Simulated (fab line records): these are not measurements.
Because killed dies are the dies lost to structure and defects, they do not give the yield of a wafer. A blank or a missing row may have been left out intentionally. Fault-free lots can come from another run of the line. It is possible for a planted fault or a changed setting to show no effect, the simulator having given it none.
What tool caused it? -- flow n5Finfet -- 12 lots, 34 wafers sampled, at 5 steps of a route of 1938

## WHAT THE GAUGES READ, wafer by wafer
N5_SD_EPI_P_CD_MEAS_09: target cd 240 nm.
lot,measured,on,cdNm (nm)
L455,day 4 00:34,cdSem-03,241.6 240.4 239.5
L456,day 4 05:29,cdSem-01,239.4 238.9 240.5
L458,day 4 18:50,cdSem-03,240.1 238.6
L459,day 5 03:55,cdSem-03,241.2 240.7 240.9
L460,day 5 05:44,cdSem-01,241.3 240.5
L461,day 5 12:52,cdSem-03,239.8 238.7 238.7
L463,day 6 02:27,cdSem-01,239.2 240.1 238.9
L464,day 6 05:21,cdSem-03,238.6 238.6 238.7
L469,day 7 12:11,cdSem-01,240.4 240.3 239.8
L471,day 8 01:01,cdSem-03,241.0 240.8 239.1
L474,day 8 20:23,cdSem-03,240.8 240.2 240.3
L475,day 9 02:05,cdSem-03,240.4 240.4 240.1

N5_SD_EPI_P_INSPECT_26: inspects for defects (darkfield).
lot,measured,on,rawDefectCount
L455,day 4 04:36,defectInspect-02,160 178 206
L456,day 4 10:08,defectInspect-02,135 165 174
L458,day 4 22:38,defectInspect-02,248 254
L459,day 5 08:43,defectInspect-01,198 138 203
L460,day 5 09:41,defectInspect-02,201 150
L461,day 5 17:35,defectInspect-02,155 120 141
L463,day 6 07:12,defectInspect-01,248 223 166
L464,day 6 09:13,defectInspect-01,154 156 207
L469,day 7 19:24,defectInspect-01,418 470 496
L471,day 8 06:48,defectInspect-02,388 364 334
L474,day 9 00:11,defectInspect-01,165 172 148
L475,day 9 05:53,defectInspect-02,175 201 149

## EACH LOT AND THE TOOL THAT RAN IT (in order: tool; ch and the chambers of the sampled wafers; start)
lot,N5_SD_EPI_P_ETCH_16,N5_SD_EPI_P_STRIP_40,N5_SD_EPI_P_EPI_21
L455,"rieDiel-04 ch 0,3, day 4 01:30","plasmaAsher-02 ch 0, day 4 01:43","epiRpcvd-02 ch 0, day 4 02:14"
L456,"rieDiel-05 ch 0,2,3, day 4 06:11","plasmaAsher-01 ch 0,1, day 4 06:24","epiRpcvd-02 ch 0, day 4 07:02"
L458,"rieDiel-05 ch 0,3, day 4 19:32","plasmaAsher-01 ch 0, day 4 19:46","epiRpcvd-04 ch 0, day 4 21:20"
L459,"rieDiel-02 ch 1,3, day 5 04:47","plasmaAsher-02 ch 0,1, day 5 04:59","epiRpcvd-03 ch 0, day 5 05:38"
L460,"rieDiel-05 ch 0,2, day 5 06:33","plasmaAsher-02 ch 0, day 5 06:47","epiRpcvd-04 ch 0, day 5 08:22"
L461,"rieDiel-04 ch 1,2,3, day 5 13:38","plasmaAsher-01 ch 0,1, day 5 13:53","epiRpcvd-04 ch 0, day 5 15:27"
L463,"rieDiel-02 ch 0,2,3, day 6 03:16","plasmaAsher-01 ch 0,1, day 6 03:29","epiRpcvd-02 ch 0, day 6 04:35"
L464,"rieDiel-04 ch 0,1,2, day 6 06:03","plasmaAsher-01 ch 0,1, day 6 06:20","epiRpcvd-04 ch 0, day 6 07:13"
L469,"rieDiel-05 ch 1,2, day 7 13:03","plasmaAsher-01 ch 0, day 7 13:16","epiRpcvd-03 ch 0, day 7 14:04"
L471,"rieDiel-02 ch 1,2, day 8 01:43","plasmaAsher-02 ch 0,1, day 8 01:56","epiRpcvd-03 ch 0, day 8 03:22"
L474,"rieDiel-05 ch 2,3, day 8 21:05","plasmaAsher-02 ch 0,1, day 8 21:17","epiRpcvd-02 ch 0, day 8 21:49"
L475,"rieDiel-02 ch 0,1, day 9 02:47","plasmaAsher-01 ch 0,1, day 9 03:00","epiRpcvd-02 ch 0, day 9 03:53"
- N5_SD_EPI_P_ETCH_16: etches SiO2 in CHF3/O2, target depth 5 nm.
- N5_SD_EPI_P_STRIP_40: strips in N2/H2.
- N5_SD_EPI_P_EPI_21: deposits SiGe:B, time 355 s.

## WHAT THE TOOLS THEMSELVES READ (means of the sampled wafers that have a number; where no wafer has one, the mark that the record gives instead)
N5_SD_EPI_P_ETCH_16.
lot,tool,drypumpMotorCurrentA (A),oesProductAu (a.u.),rfFwdPowerW (W),rfVppV (V),showerheadPlenumPTorr (Torr),throttleValvePct (%)
L455,rieDiel-04,5.6,0.73,643,533,2.37,19.21
L456,rieDiel-05,5.8,0.73,645,527,2.37,18.94
L458,rieDiel-05,5.8,0.71,642,532,2.34,19.05
L459,rieDiel-02,5.7,0.68,646,524,2.45,19.01
L460,rieDiel-05,5.6,0.76,644,524,2.41,18.76
L461,rieDiel-04,5.7,0.73,641,527,2.40,18.96
L463,rieDiel-02,5.5,0.70,645,528,2.38,19.03
L464,rieDiel-04,5.8,0.73,644,528,2.44,19.00
L469,rieDiel-05,5.6,0.78,646,518,2.42,18.69
L471,rieDiel-02,5.8,0.67,644,526,2.48,18.94
L474,rieDiel-05,6.0,0.80,643,522,2.45,18.79
L475,rieDiel-02,5.6,0.68,648,525,2.41,18.92

N5_SD_EPI_P_STRIP_40.
lot,tool,drypumpMotorCurrentA (A),heaterPowerW (W),oesProductAu (a.u.)
L455,plasmaAsher-02,6.2,336,0.763
L456,plasmaAsher-01,5.4,338,0.759
L458,plasmaAsher-01,5.7,345,0.748
L459,plasmaAsher-02,5.9,345,0.748
L460,plasmaAsher-02,6.2,334,0.747
L461,plasmaAsher-01,5.0,337,0.755
L463,plasmaAsher-01,5.0,332,0.760
L464,plasmaAsher-01,5.1,326,0.755
L469,plasmaAsher-01,5.7,348,0.754
L471,plasmaAsher-02,6.1,339,0.770
L474,plasmaAsher-02,6.1,337,0.761
L475,plasmaAsher-01,5.1,332,0.761

## THE ANSWER, worked out from the rows above alone
Rule: usual is defined by the lots themselves. The widest of any qualifying gaps counts: lots, ordered by their means at a reading, are off when they make up no more than a third of the lots, leave a main group of 4 or more, and stand apart from it by 3 or more times the standard deviation of that group's means. The tables above print the reading to a certain number of digits; a main group whose means all agree to those digits is not used. A lot without any number at a reading at which 4 lots or more have one is off too. The other lots that the step has rows for count as sound. After the gauges, taken in route order, come the tools' own readings; for these a lot's mean is taken, as printed above. At the first step where some lot is off, the reading lying furthest off is the one used; lots without a number count as furthest.
Off: L469, L471, at N5_SD_EPI_P_INSPECT_26 (rawDefectCount). Main group: mean 181, sd 30.
If a tool, at a process step before that reading, ran all the lots that are off and no sound lot after the first of them, it fits. The gauges at N5_SD_EPI_P_INSPECT_26 are tried like those tools. One candidate fits, namely epiRpcvd-03 at N5_SD_EPI_P_EPI_21. Its last sound lot is L459 (day 5 05:38), its first lot that is off L469 (day 7 14:04): a fault that began between those two fits.

## WHAT THE SIMULATOR HAD INSERTED
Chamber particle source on epiRpcvd-03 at N5_SD_EPI_P_EPI_21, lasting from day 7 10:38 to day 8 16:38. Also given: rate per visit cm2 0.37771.
Lots struck among those shown: L469, L471. This agrees with what the rule above found.
